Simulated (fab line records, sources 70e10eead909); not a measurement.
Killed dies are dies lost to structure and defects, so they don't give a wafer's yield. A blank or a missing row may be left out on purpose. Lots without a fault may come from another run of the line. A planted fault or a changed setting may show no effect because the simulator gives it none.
Which tool did it? | flow nand_harc | 12 lots, 36 wafers sampled, at 5 steps of a route of 1302

WHAT THE GAUGES READ, wafer by wafer
NHARC_END_SORT_01. Usual: killed_at_array 64, standard deviation 18; killed_at_other 0.8, standard deviation 1.1; killed_at_periphery 3.8, standard deviation 2.7; killed_dies 68, standard deviation 18; killed_open 3.3, standard deviation 1.9; killed_short 2.3, standard deviation 1.8.
lot  | measured     | on        | killed_at_array | killed_at_other | killed_at_periphery | killed_dies | killed_open | killed_short | flag
L795 | day 29 14:08 | prober-01 | 75 64 69        | 0 0 0           | 7 5 7               | 82 69 76    | 3 0 2       | 0 1 1        |
L796 | day 29 21:59 | prober-01 | 51 42 52        | 0 1 0           | 4 3 3               | 55 46 55    | 3 1 3       | 7 2 2        |

WHICH TOOL RAN EACH LOT (tool, then ch and the chambers of the sampled wafers, then the start)
lot  | NHARC_A_CONTACT_DEP_28        | NHARC_A_CONTACT_ETCH_49            | NHARC_A_CONTACT_ETCH_50                       | NHARC_A_CONTACT_ETCH_116
L785 | acl_dep-02 ch 0, day 21 23:43 | rie_diel-08 ch 2,3, day 22 02:47   | rie_diel-08 ch 0,1, day 22 05:23 or earlier   | har_cap_etch-03 ch 0,1, day 22 05:23
L786 | acl_dep-02 ch 0, day 22 08:25 | rie_diel-03 ch 0,1,3, day 22 13:53 | rie_diel-03 ch 1,2,3, day 22 16:29 or earlier | har_cap_etch-02 ch 0,1, day 22 16:29
L788 | acl_dep-02 ch 0, day 23 10:37 | rie_diel-08 ch 0,2,3, day 23 15:07 | rie_diel-08 ch 0,2, day 23 17:59 or earlier   | har_cap_etch-03 ch 0,1, day 23 17:59
L789 | acl_dep-02 ch 0, day 24 12:09 | rie_diel-08 ch 0,2, day 24 16:05   | rie_diel-08 ch 0,2,3, day 24 18:59 or earlier | har_cap_etch-01 ch 0,1, day 24 18:59
L790 | acl_dep-01 ch 0, day 25 02:04 | rie_diel-02 ch 0,2,3, day 25 07:34 | rie_diel-02 ch 0,1,3, day 25 13:08 or earlier | har_cap_etch-02 ch 0,1, day 25 13:08
L795 | acl_dep-02 ch 0, day 25 22:01 | rie_diel-08 ch 1,2,3, day 26 03:20 | rie_diel-08 ch 1,2, day 26 05:52 or earlier   | har_cap_etch-01 ch 0,1, day 26 05:52
L794 | acl_dep-02 ch 0, day 26 05:52 | rie_diel-02 ch 1,2,3, day 26 11:13 | rie_diel-02 ch 1,2,3, day 26 13:50 or earlier | har_cap_etch-03 ch 0,1, day 26 13:50
L796 | acl_dep-03 ch 0, day 26 05:55 | rie_diel-08 ch 0,2, day 26 11:34   | rie_diel-08 ch 0,2, day 26 14:45 or earlier   | har_cap_etch-02 ch 0,1, day 26 14:45
L803 | acl_dep-01 ch 0, day 29 20:32 | rie_diel-02 ch 0,2,3, day 30 01:13 | rie_diel-02 ch 0,3, day 30 03:46 or earlier   | har_cap_etch-03 ch 1, day 30 03:46
L805 | acl_dep-02 ch 0, day 30 09:19 | rie_diel-08 ch 1,3, day 30 13:57   | rie_diel-08 ch 1,2, day 30 16:27 or earlier   | har_cap_etch-02 ch 0,1, day 30 16:27
L804 | acl_dep-01 ch 0, day 30 09:46 | rie_diel-03 ch 0,2, day 30 15:25   | rie_diel-03 ch 0,1,2, day 30 18:19 or earlier | har_cap_etch-01 ch 0,1, day 30 18:19
L806 | acl_dep-02 ch 0, day 31 09:04 | rie_diel-08 ch 0,2,3, day 31 14:25 | rie_diel-08 ch 0,1,2, day 31 16:59 or earlier | har_cap_etch-02 ch 0,1, day 31 16:59
- NHARC_A_CONTACT_DEP_28: deposits aC, target thk 7000 nm.
- NHARC_A_CONTACT_ETCH_49: etches the open film in N2/H2, target depth 260 nm, time 475.3 s.
- NHARC_A_CONTACT_ETCH_50: etches the open film in CF4/CHF3, target depth 121 nm, time 60.5 s.
- NHARC_A_CONTACT_ETCH_116: etches the open film in C4F8/O2/Ar, time 190 s, target depth 1850 nm.

WHAT THE TOOLS THEMSELVES READ (means of the sampled wafers that have a number; where no wafer has one, the mark that the record gives instead)
NHARC_A_CONTACT_DEP_28. Usual: throttle_valve_pct 35.000 %, standard deviation 0.0091.
lot  | tool       | throttle_valve_pct (%) | flag
L785 | acl_dep-02 | 35.004                 |
L786 | acl_dep-02 | 34.997                 |
L788 | acl_dep-02 | 34.999                 |
L789 | acl_dep-02 | 34.999                 |
L790 | acl_dep-01 | 34.995                 |
L795 | acl_dep-02 | 34.996                 |
L794 | acl_dep-02 | 35.006                 |
L796 | acl_dep-03 | 35.005                 |
L803 | acl_dep-01 | 34.992                 |
L805 | acl_dep-02 | 35.004                 |
L804 | acl_dep-01 | 34.996                 |
L806 | acl_dep-02 | 35.007                 |

NHARC_A_CONTACT_ETCH_49. Usual: drypump_motor_current_A 5.8 A, standard deviation 0.36; oes_product_au 0.997 a.u., standard deviation 0.01; rf_vpp_V 429.7 V, standard deviation 2; run_length_s 496.5 s, standard deviation 0.35; showerhead_plenum_p_Torr 2.01 Torr, standard deviation 0.069; throttle_valve_pct 14.172 %, standard deviation 0.0087.
lot  | tool        | drypump_motor_current_A (A) | oes_product_au (a.u.) | rf_vpp_V (V) | run_length_s (s) | showerhead_plenum_p_Torr (Torr) | throttle_valve_pct (%) | flag
L785 | rie_diel-08 | 6.0                         | 0.993                 | 428.7        | 496.5            | 1.99                            | 14.171                 |
L786 | rie_diel-03 | 5.7                         | 0.989                 | 432.3        | 496.9            | 2.08                            | 14.176                 |
L788 | rie_diel-08 | 6.0                         | 1.000                 | 428.1        | 497.0            | 1.98                            | 14.168                 |
L789 | rie_diel-08 | 5.9                         | 1.001                 | 429.3        | 496.8            | 1.98                            | 14.169                 |
L790 | rie_diel-02 | 5.1                         | 1.002                 | 429.8        | 496.1            | 2.01                            | 14.171                 |
L795 | rie_diel-08 | 6.0                         | 0.999                 | 429.2        | 440.9            | 1.97                            | 14.170                 | OFF
L794 | rie_diel-02 | 5.4                         | 0.997                 | 430.8        | 496.3            | 2.05                            | 14.170                 |
L796 | rie_diel-08 | 6.0                         | 0.993                 | 429.7        | 441.1            | 1.98                            | 14.172                 | OFF
L803 | rie_diel-02 | 5.1                         | 1.000                 | 429.0        | 495.9            | 1.99                            | 14.166                 |
L805 | rie_diel-08 | 6.1                         | 1.006                 | 428.4        | 496.3            | 1.96                            | 14.173                 |
L804 | rie_diel-03 | 5.9                         | 0.989                 | 429.7        | 496.3            | 2.02                            | 14.174                 |
L806 | rie_diel-08 | 6.0                         | 1.013                 | 429.0        | 496.5            | 1.97                            | 14.164                 |

NHARC_A_CONTACT_ETCH_50. Usual: chf3_flow_sccm 29.99 sccm, standard deviation 0.092; drypump_motor_current_A 5.8 A, standard deviation 0.37; oes_product_au 0.946 a.u., standard deviation 0.022; rf_vpp_V 369.9 V, standard deviation 1.9; run_length_s 81.8 s, standard deviation 0.32; showerhead_plenum_p_Torr 1.55 Torr, standard deviation 0.049; throttle_valve_pct 16.802 %, standard deviation 0.0088.
lot  | tool        | chf3_flow_sccm (sccm) | drypump_motor_current_A (A) | oes_product_au (a.u.) | rf_vpp_V (V) | run_length_s (s) | showerhead_plenum_p_Torr (Torr) | throttle_valve_pct (%) | flag
L785 | rie_diel-08 | 29.95                 | 5.9                         | 0.971                 | 369.1        | 81.9             | 1.53                            | 16.804                 |
L786 | rie_diel-03 | 29.90                 | 5.5                         | 0.924                 | 371.6        | 81.8             | 1.60                            | 16.803                 |
L788 | rie_diel-08 | 30.03                 | 5.9                         | 0.967                 | 370.0        | 81.9             | 1.53                            | 16.801                 |
L789 | rie_diel-08 | 29.99                 | 6.0                         | 0.960                 | 369.9        | 82.1             | 1.53                            | 16.803                 |
L790 | rie_diel-02 | 30.02                 | 5.5                         | 0.937                 | 371.9        | 81.7             | 1.59                            | 16.802                 |
L795 | rie_diel-08 | 29.94                 | 5.9                         | 0.916                 | 368.6        | 81.8             | 1.54                            | 16.801                 |
L794 | rie_diel-02 | 30.05                 | 5.4                         | 0.946                 | 371.1        | 81.3             | 1.58                            | 16.794                 |
L796 | rie_diel-08 | 30.05                 | 6.0                         | 0.935                 | 369.4        | 82.1             | 1.54                            | 16.791                 |
L803 | rie_diel-02 | 29.98                 | 5.2                         | 0.966                 | 368.4        | 81.2             | 1.53                            | 16.802                 |
L805 | rie_diel-08 | 30.02                 | 5.9                         | 0.971                 | 368.9        | 82.0             | 1.53                            | 16.802                 |
L804 | rie_diel-03 | 30.02                 | 5.8                         | 0.914                 | 372.1        | 81.8             | 1.60                            | 16.816                 |
L806 | rie_diel-08 | 29.93                 | 5.9                         | 0.968                 | 368.4        | 81.9             | 1.53                            | 16.799                 |

THE ANSWER, worked out from the rows above alone
Rule: a lot is off if the mean of its wafers that have a number lies more than 3 standard deviations from the usual mean. A lot without any number at a reading at which 4 lots or more have one is off too. The other lots that the step has rows for count as sound. The gauges are gone through in route order, then the tools' own readings, and for those a lot's mean is taken as printed above. The first step at which some lot is off is used, and at that step the reading that is off furthest; a lot without a number counts as furthest.
Off: L795, L796, at NHARC_A_CONTACT_ETCH_49 (run_length_s).
A tool fits if, at that step or a process step before it, it ran every lot that is off, and no sound lot after the first of them. None of those tried fits.

WHAT THE SIMULATOR HAD PUT IN
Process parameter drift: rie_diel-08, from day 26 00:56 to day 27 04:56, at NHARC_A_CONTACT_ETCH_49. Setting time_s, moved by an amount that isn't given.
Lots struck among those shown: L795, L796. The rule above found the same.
